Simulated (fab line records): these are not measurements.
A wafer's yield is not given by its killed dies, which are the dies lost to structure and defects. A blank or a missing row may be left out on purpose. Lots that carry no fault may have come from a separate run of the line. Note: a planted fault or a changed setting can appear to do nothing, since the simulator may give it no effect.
Chamber matching + flow nand-harc + NHARC_A_SLIT_ETCH_29 on rie-diel-04: 4 sister chambers
The step etches the open film in CF4/O2, target depth 100 nm, overetch 10 nm, time 55 s. 4 wafers are shown with their chamber, then 7 later ones without.

## EACH WAFER AND ITS CHAMBER
| wafer  | chamber | drypump-motor-current-A (A) |
|--------|---------|-----------------------------|
| L078.1 | 1       | 6.0                         |
| L087.1 | 0       | 5.6                         |
| L087.5 | 2       | 5.4                         |
| L089.5 | 3       | 6.4                         |

## WAFERS WITH NO CHAMBER GIVEN
| wafer  | drypump-motor-current-A (A) |
|--------|-----------------------------|
| L089.6 | 5.5                         |
| L092.1 | 6.0                         |
| L092.3 | 6.4                         |
| L092.5 | 6.4                         |
| L095.3 | 5.9                         |
| L095.5 | 5.6                         |
| L095.6 | 6.4                         |

## THE CHAMBER EACH PASSED THROUGH
| wafer  | from the rows above     | in truth |
|--------|-------------------------|----------|
| L089.6 | can't be placed: 0 or 2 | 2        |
| L092.1 | 1                       | 1        |
| L092.3 | 3                       | 3        |
| L092.5 | 3                       | 3        |
| L095.3 | 1                       | 1        |
| L095.5 | 0                       | 0        |
| L095.6 | 3                       | 3        |
Correct placement for 6 of the 7. Unplaceable from these rows: 1, with the true chamber sitting among the candidates in 1. 0 placed wrongly.
How it was worked out, from the rows above alone: a wafer's distance from a chamber is the root of the sum, over the readings, of the square of ((its reading less the chamber's mean) divided by the reading's scatter). If the next closest chamber is less than 2 further off than the closest, the wafer can't be placed; otherwise it belongs to the closest. For every chamber, the mean is computed from those of its wafers that are shown. The scatter (one wafer shown for each chamber): square how far every hidden wafer sits from the nearest shown wafer, average those squares and take the square root.
